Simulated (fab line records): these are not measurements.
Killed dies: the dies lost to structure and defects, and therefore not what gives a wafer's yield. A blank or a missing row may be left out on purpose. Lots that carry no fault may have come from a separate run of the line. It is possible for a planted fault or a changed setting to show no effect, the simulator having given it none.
fab line records    flow n5-finfet
record: lots: 7  wafers: 21
route steps=1938 shown BEOL_M13@1685 BEOL_M14@1770 BEOL_M15@1773 PASS1_DEP@1831 PASSIVATION@1901
start-h: hours from the record's opening day to when the first of the lot's shown wafers began    wait-h: hours since the lot's step before    " identical to the entry in the row above    L1.1+2: a row that stands for several wafers    - no value, or no start was given    * or withheld: withheld    < > ~ a bound
route shown NAME@n: NAME is a module with steps in the file, n the number in the route of the first one    usual: mean/standard deviation of fault-free wafers    same: alike in all rows    chamber/n: place in a boat    sites: each site's reading    _std_site: their standard deviation    _edge_site: the outer-site mean with the inner-site mean subtracted    radius-mm: for every site, how far away it sits from the centre of the wafer    mask NAME#n: copy n    behind: the tool/chamber that last shaped the wafer    hold: what put the lot on hold/how long, in hours/how the hold closed    device: whichever transistor did not switch (one of n, p or np)    end of line: the same wafers' tests at the end of the route    where a step has no rows: the recipe by itself    killed: dies that structure and defects cost at the first sort, which is not the same as the wafer's yield    map: dies across one wafer; x = killed, . = not, _ = none there
set.NAME: the setting that was run; set.NAME@STEP: the one run at that earlier step    model.NAME: the simulator's own value behind a step, which no gauge read
lots where settings were altered on purpose, with a table for each step and a row for each wafer
== steps ==
step: N5_BEOL_M13_EXPOSE_25
recipe: mask-id: M13  na: 0.93  source-shape: conventional  sigma-outer: 0.4  polarization: unpolarized  target-cd-nm: 210  dose-mj: 22
lot.wafer   tool            chamber  start-h  wait-h  mask   set.dose-mj
L082.1      krf-scanner-01  0        293.47   -       M13#0  22
L082.2+3    "               0        "        "       M13#0  22.55
L083.4+6    krf-scanner-02  0        296.68   -       M13#0  22
L083.5      "               0        "        "       M13#0  20.85
L087.2+5    krf-scanner-02  0        320.38   -       M13#0  22
L087.6      "               0        "        "       M13#0  21.17
L088.2      krf-scanner-01  0        332.75   -       M13#0  22
L088.5+6    "               0        "        "       M13#0  23.05
L089.1+5+6  krf-scanner-01  0        335.21   -       M13#0  22
L094.1+4    krf-scanner-01  0        363.36   -       M13#0  22
L094.5      "               0        "        "       M13#0  22.91
L093.1+3+5  krf-scanner-02  0        363.52   -       M13#0  22
step: N5_BEOL_M13_PEB_26
recipe: peb-temp-c: 130  peb-time-s: 90
step: N5_BEOL_M13_DEVELOP_27
recipe: develop-time-s: 45  rinse-liquid: diw  dry: air-spin  dev-temp-c: 21
step: N5_BEOL_M13_HARDBAKE_32
recipe: temp-c: 130  time-s: 120
step: N5_BEOL_M13_CD_MEAS_28
recipe: target-cd-nm: 209.5  landing-energy-ev: 500  detector: se-inlens
usual: cd-nm: 210.2/0.99
lot.wafer  tool       chamber  start-h  wait-h  set.dose-mj@BEOL_M13_EXPOSE_25  cd-nm
L082.1     cd-sem-02  0        293.64   -       22                              209.1
L082.2     "          0        "        "       22.55                           212.3
L082.3     "          0        "        "       22.55                           212.5
L083.4     cd-sem-01  0        296.84   -       22                              211.8
L083.5     "          0        "        "       20.85                           205.0
L083.6     "          0        "        "       22                              211.7
L087.2     cd-sem-01  0        320.55   -       22                              210.7
L087.5     "          0        "        "       22                              210.4
L087.6     "          0        "        "       21.17                           208.1
L088.2     cd-sem-01  0        332.92   -       22                              210.5
L088.5     "          0        "        "       23.05                           216.4
L088.6     "          0        "        "       23.05                           215.7
L089.1     cd-sem-03  0        335.38   -       22                              210.9
L089.5     "          0        "        "       22                              210.2
L089.6     "          0        "        "       22                              210.1
L094.1     cd-sem-03  0        363.53   -       22                              209.9
L094.4     "          0        "        "       22                              210.7
L094.5     "          0        "        "       22.91                           215.8
L093.1     cd-sem-02  0        363.69   -       22                              210.5
L093.3     "          0        "        "       22                              211.8
L093.5     "          0        "        "       22                              212.7
step: N5_BEOL_M13_DESCUM_33
recipe: chemistry: O2  time-s: 7.9  source-power-w: 50  bias-power-w: 20  pressure-mtorr: 20  rf-frequency-hz: 2.712e+07  temp-c: 40  o2-flow-sccm: 225
lot.wafer  tool         chamber  start-h  wait-h  set.time-s  set.dose-mj@BEOL_M13_EXPOSE_25  model.BEOL_M13.cd-nm
L082.1     rie-diel-03  0        293.73   0.0     7.9         22                              209
L082.2     "            1        "        "       7.9         22.55                           212.2
L082.3     "            3        "        "       7.9         22.55                           212.4
L083.4     rie-diel-02  1        297.05   0.2     7.9         22                              211.4
L083.5     "            0        "        "       9.384       20.85                           205
L083.6     "            1        "        "       9.384       22                              211.6
L087.2     rie-diel-05  0        320.79   0.2     6.572       22                              210.6
L087.5     "            3        "        "       6.572       22                              210.2
L087.6     "            2        "        "       7.9         21.17                           207.8
L088.2     rie-diel-03  3        333.05   0.1     7.9         22                              210.4
L088.5     "            1        "        "       7.413       23.05                           216.2
L088.6     "            0        "        "       7.9         23.05                           215.8
L089.1     rie-diel-02  0        335.47   0.0     7.9         22                              211
L089.5     "            3        "        "       7.9         22                              210
L089.6     "            1        "        "       7.9         22                              209.8
L094.1+4   rie-diel-02  2,1      363.62   0.0     7.9         22                              210.4
L094.5     "            0        "        "       7.9         22.91                           215.8
L093.1     rie-diel-05  3        363.78   0.0     7.9         22                              211
L093.3     "            0        "        "       7.9         22                              211.6
L093.5     "            3        "        "       7.9         22                              213
step: N5_BEOL_M14_DEP_53
recipe: material: SiCN  target-thk-a: 500  temp-c: withheld  precursor: 3MS/NH3  pressure-torr: 3  rf-w: 675  time-s: 17.8
lot.wafer  tool      chamber  start-h  wait-h  set.time-s  model.SiCN_of_BEOL_M14_DEP_53.thk-nm
L082.1     pecvd-01  0        306.96   0.0     17.8        48.6
L082.2     "         2        "        "       18.7        51.6
L082.3     "         1        "        "       18.7        51.4
L083.4     pecvd-04  2        310.93   0.0     17.8        50.2
L083.5     "         0        "        "       17.8        50.4
L083.6     "         1        "        "       17.8        50.6
L087.2     pecvd-02  2        331.42   0.0     15.49       43.4
L087.5     "         1        "        "       17.8        51.6
L087.6     "         0        "        "       17.8        51
L088.2     pecvd-04  2        343.63   0.0     19.22       53.8
L088.5     "         0        "        "       19.22       54.4
L088.6     "         2        "        "       19.22       54.6
L089.1     pecvd-01  1        346.34   0.0     16.18       45.4
L089.5     "         2        "        "       17.8        49.8
L089.6     "         0        "        "       17.8        49.4
L094.1     pecvd-02  2        373.31   0.0     17.8        49
L094.4     "         1        "        "       17.8        50.6
L094.5     "         2        "        "       17.8        49.4
L093.1     pecvd-02  2        376.35   0.0     17.8        48.6
L093.3     "         1        "        "       17.8        49.4
L093.5     "         1        "        "       17.8        50.6
step: N5_BEOL_M15_ILD_DEP_00
recipe: material: SiO2  target-thk-a: 16293  temp-c: 400  precursor: TEOS/O2  pressure-torr: 6.5  rf-w: 900  teos-flow-sccm: 161.4  gas: O2  flow-sccm: 2650  time-s: 346.1
lot.wafer  tool      chamber  start-h  wait-h  set.time-s  model.SiO2_of_BEOL_M15_ILD_DEP_00.thk-nm
L082.1     pecvd-03  2        307.09   0.0     346.1       1638
L082.2     "         0        "        "       322.5       1495
L082.3     "         1        "        "       346.1       1619
L083.4     pecvd-01  0        311.16   0.1     346.1       1643
L083.5     "         2        "        "       396         1895
L083.6     "         1        "        "       346.1       1659
L087.2     pecvd-01  0        331.55   0.0     346.1       1640
L087.5     "         2        "        "       346.1       1657
L087.6     "         1        "        "       346.1       1677
L088.2     pecvd-01  2        343.76   0.0     346.1       1630
L088.5     "         1        "        "       378.1       1808
L088.6     "         2        "        "       378.1       1796
L089.1     pecvd-03  1        346.47   0.0     346.1       1605
L089.5     "         2        "        "       374.1       1769
L089.6     "         0        "        "       346.1       1632
L094.1     pecvd-03  0        373.44   0.0     346.1       1638
L094.4     "         1        "        "       326.8       1560
L094.5     "         2        "        "       326.8       1592
L093.1     pecvd-01  0        376.48   0.0     346.1       1621
L093.3     "         1        "        "       346.1       1645
L093.5     "         2        "        "       346.1       1657
step: N5_BEOL_M15_THK_MEAS_01
recipe: reads: SiO2_of_BEOL_M15_ILD_DEP_00
usual: M15_ILD_THK: 1634/20
lot.wafer  tool           chamber  start-h  wait-h  set.time-s@BEOL_M15_ILD_DEP_00  M15_ILD_THK[nm]
L082.1     film-metro-01  -        307.34   0.1     346.1                           1638
L082.2     "              -        "        "       322.5                           1496
L082.3     "              -        "        "       346.1                           1618
L083.4     film-metro-02  -        311.30   0.0     346.1                           1642
L083.5     "              -        "        "       396                             1897
L083.6     "              -        "        "       346.1                           1659
L087.2     film-metro-02  -        331.80   0.1     346.1                           1639
L087.5     "              -        "        "       346.1                           1657
L087.6     "              -        "        "       346.1                           1678
L088.2     film-metro-01  -        344.01   0.1     346.1                           1630
L088.5     "              -        "        "       378.1                           1808
L088.6     "              -        "        "       378.1                           1796
L089.1     film-metro-01  -        346.72   0.1     346.1                           1605
L089.5     "              -        "        "       374.1                           1768
L089.6     "              -        "        "       346.1                           1632
L094.1     film-metro-01  -        373.69   0.1     346.1                           1638
L094.4     "              -        "        "       326.8                           1560
L094.5     "              -        "        "       326.8                           1593
L093.1     film-metro-01  -        376.73   0.1     346.1                           1621
L093.3     "              -        "        "       346.1                           1646
L093.5     "              -        "        "       346.1                           1657
step: N5_BEOL_M15_COAT_58
recipe: resist: BARC  temp-c: 205  time-s: 60  spin-rpm: 1500  resist-thk-nm: 89
step: N5_BEOL_M15_COAT_04
recipe: spin-rpm: 1704  resist-thk-nm: 800
step: N5_BEOL_M15_DESCUM_15
recipe: chemistry: O2  time-s: 7.9  source-power-w: 50  bias-power-w: 20  pressure-mtorr: 20  rf-frequency-hz: 2.712e+07  temp-c: 40  o2-flow-sccm: 225
step: N5_BEOL_M15_ETCH_59
recipe: chemistry: N2/H2  target: BARC  target-depth-a: 890  overetch-a: 267  time-s: 67.9  ion-energy-ev: 200  pressure-mtorr: 30  source-w: 840  bias-w: 150  n2-flow-sccm: 200  h2-flow-sccm: 200
step: N5_BEOL_M15_VIA_ETCH_16
recipe: chemistry: C4F8/O2/Ar  target: SiO2  he-inner-torr: 15  he-outer-torr: 30  target-depth-a: 17922  time-s: withheld  ion-energy-ev: 800  pressure-mtorr: 20  source-w: 1905  bias-w: 2040  Ar_flow_sccm: 400  C4F8_flow_sccm: 16  O2_flow_sccm: 12  ends: cleared
lot.wafer  tool         chamber  start-h  wait-h  set.time-s@BEOL_M15_ILD_DEP_00  model.etch.depth-nm  model.coat_of_BEOL_M15_COAT_04.thk-nm
L082.1     rie-diel-03  0        307.94   0.0     *                               1638                 325.4
L082.2     "            3        "        "       *                               1495                 360.2
L082.3     "            1        "        "       *                               1619                 334.2
L083.4     rie-diel-02  0        312.24   0.1     *                               1643                 337
L083.5     "            1        "        "       *                               1895                 275.6
L083.6     "            3        "        "       *                               1659                 325.2
L087.2     rie-diel-05  2        332.75   0.0     *                               1640                 328.6
L087.5     "            2        "        "       *                               1657                 322.8
L087.6     "            1        "        "       *                               1677                 317.4
L088.2     rie-diel-02  0        344.60   0.0     *                               1630                 332.6
L088.5     "            0        "        "       *                               1808                 291.4
L088.6     "            3        "        "       *                               1796                 287.8
L089.1     rie-diel-02  2        347.20   0.0     *                               1605                 336.2
L089.5     "            1        "        "       *                               1769                 299
L089.6     "            2        "        "       *                               1632                 332.8
L094.1     rie-diel-02  1        374.29   0.0     *                               1638                 335.4
L094.4     "            0        "        "       *                               1560                 354
L094.5     "            2        "        "       *                               1592                 345.4
L093.1     rie-diel-02  2        377.21   0.0     *                               1621                 338.4
L093.3     "            1        "        "       *                               1645                 330
L093.5     "            0        "        "       *                               1657                 332.8
step: N5_PASSIVATION_PECVD_00
recipe: material: SiO2  target-thk-a: 2000  temp-c: 400  precursor: SiH4/N2O  pressure-torr: 2.7  rf-w: 608  time-s: 11.2
lot.wafer  tool      chamber  start-h  wait-h  set.time-s  model.SiO2_of_PASSIVATION_PECVD_00.thk-nm
L082.1     pecvd-03  1        314.64   0.8     12.64       223.4
L082.2     "         0        "        "       12.64       224
L082.3     "         2        "        "       11.2        199.6
L083.4     pecvd-03  0        319.18   0.4     12.29       220
L083.5     "         1        "        "       12.29       221
L083.6     "         2        "        "       11.2        200.8
L087.2     pecvd-03  0        338.77   0.7     11.2        195.2
L087.5     "         2        "        "       10.54       189
L087.6     "         1        "        "       11.2        199.6
L088.2     pecvd-04  2        353.31   0.7     11.2        203.6
L088.5     "         1        "        "       11.2        205.2
L088.6     "         0        "        "       11.2        205
L089.1     pecvd-03  0        353.58   0.8     12.26       216.4
L089.5     "         2        "        "       12.26       222.2
L089.6     "         1        "        "       11.2        203
L094.1     pecvd-03  2        378.91   0.8     11.2        198.6
L094.4     "         1        "        "       11.2        200
L094.5     "         0        "        "       12.36       221.6
L093.1     pecvd-04  0        383.77   0.8     11.2        196.6
L093.3     "         2        "        "       11.2        197.8
L093.5     "         2        "        "       11.2        203.2
step: N5_PASSIVATION_EXPOSE_27
recipe: mask-id: PAD  na: 0.55  source-shape: conventional  sigma-outer: 0.8  polarization: unpolarized  defocus-nm: 0  dose-mj: 32.3
lot.wafer   tool            chamber  start-h  wait-h  mask   set.dose-mj
L082.1+3    krf-scanner-01  0        321.57   -       PAD#0  32.3
L082.2      "               0        "        "       PAD#0  30.76
L083.4+5+6  krf-scanner-02  0        326.60   -       PAD#0  32.3
L087.2+5+6  krf-scanner-02  0        346.00   -       PAD#0  32.3
L088.2+6    krf-scanner-02  0        362.40   -       PAD#0  30.08
L088.5      "               0        "        "       PAD#0  32.3
L089.1      krf-scanner-02  0        364.31   -       PAD#0  31.44
L089.5+6    "               0        "        "       PAD#0  32.3
L094.1      krf-scanner-02  0        390.39   -       PAD#0  31.36
L094.4+5    "               0        "        "       PAD#0  32.3
L093.1+3+5  krf-scanner-02  0        390.64   -       PAD#0  32.3
step: N5_PASSIVATION_PEB_28
recipe: peb-temp-c: withheld  peb-time-s: *
step: N5_PASSIVATION_DEVELOP_29
recipe: develop-time-s: 60  rinse-liquid: diw  dry: air-spin  dev-temp-c: 21
step: N5_PASSIVATION_HARDBAKE_31
recipe: temp-c: 130  time-s: 120
step: N5_PASSIVATION_CD_MEAS_30
recipe: target-cd-nm: 4000  landing-energy-ev: 500  detector: se-inlens  polarity: opening
usual: cd-nm: 4000.9/1.8
lot.wafer  tool       chamber  start-h  wait-h  set.dose-mj@PASSIVATION_EXPOSE_27  cd-nm
L082.1     cd-sem-03  0        321.75   -       32.3                               4004.4
L082.2     "          0        "        "       30.76                              3991.9
L082.3     "          0        "        "       32.3                               3999.9
L083.4     cd-sem-03  0        326.76   -       32.3                               4000.4
L083.5     "          0        "        "       32.3                               3998.8
L083.6     "          0        "        "       32.3                               4001.9
L087.2     cd-sem-02  0        346.17   -       32.3                               4000.7
L087.5     "          0        "        "       32.3                               3999.7
L087.6     "          0        "        "       32.3                               3999.8
L088.2     cd-sem-02  0        362.57   -       30.08                              3988.0
L088.5     "          0        "        "       32.3                               4001.8
L088.6     "          0        "        "       30.08                              3992.4
L089.1     cd-sem-02  0        364.49   -       31.44                              3998.0
L089.5     "          0        "        "       32.3                               4002.7
L089.6     "          0        "        "       32.3                               4003.9
L094.1     cd-sem-01  0        390.56   -       31.36                              3996.9
L094.4     "          0        "        "       32.3                               3999.7
L094.5     "          0        "        "       32.3                               4002.0
L093.1     cd-sem-03  0        390.82   -       32.3                               4000.6
L093.3     "          0        "        "       32.3                               4000.8
L093.5     "          0        "        "       32.3                               3999.8
== key ==
split: step: N5_BEOL_M13_EXPOSE_25  setting: dose-mj  stated: 22  by: wafer
response: step: N5_BEOL_M13_CD_MEAS_28  reading: cd-nm  change: +1.16  per: 1%  r: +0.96
response: step: N5_BEOL_M13_DESCUM_33  reading: model.BEOL_M13.cd-nm  change: +1.15  per: 1%  r: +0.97
split: step: N5_BEOL_M13_DESCUM_33  setting: time-s  stated: 7.9  by: wafer
response none clear
split: step: N5_BEOL_M14_DEP_53  setting: time-s  stated: 17.8  by: wafer
response: step: N5_BEOL_M14_DEP_53  reading: model.SiCN_of_BEOL_M14_DEP_53.thk-nm  change: +0.561  per: 1%  r: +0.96
split: step: N5_BEOL_M15_ILD_DEP_00  setting: time-s  stated: 346.1  by: wafer
response: step: N5_BEOL_M15_ILD_DEP_00  reading: model.SiO2_of_BEOL_M15_ILD_DEP_00.thk-nm  change: +17.4  per: 1%  r: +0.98
response: step: N5_BEOL_M15_THK_MEAS_01  reading: M15_ILD_THK  change: +17.4  per: 1%  r: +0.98
response: step: N5_BEOL_M15_VIA_ETCH_16  reading: model.etch.depth-nm  change: +17.4  per: 1%  r: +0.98
response: step: N5_BEOL_M15_VIA_ETCH_16  reading: model.coat_of_BEOL_M15_COAT_04.thk-nm  change: -4.06  per: 1%  r: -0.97
split: step: N5_PASSIVATION_PECVD_00  setting: time-s  stated: 11.2  by: wafer
response: step: N5_PASSIVATION_PECVD_00  reading: model.SiO2_of_PASSIVATION_PECVD_00.thk-nm  change: +1.9  per: 1%  r: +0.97
split: step: N5_PASSIVATION_EXPOSE_27  setting: dose-mj  stated: 32.3  by: wafer
response: step: N5_PASSIVATION_CD_MEAS_30  reading: cd-nm  change: +1.81  per: 1%  r: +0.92
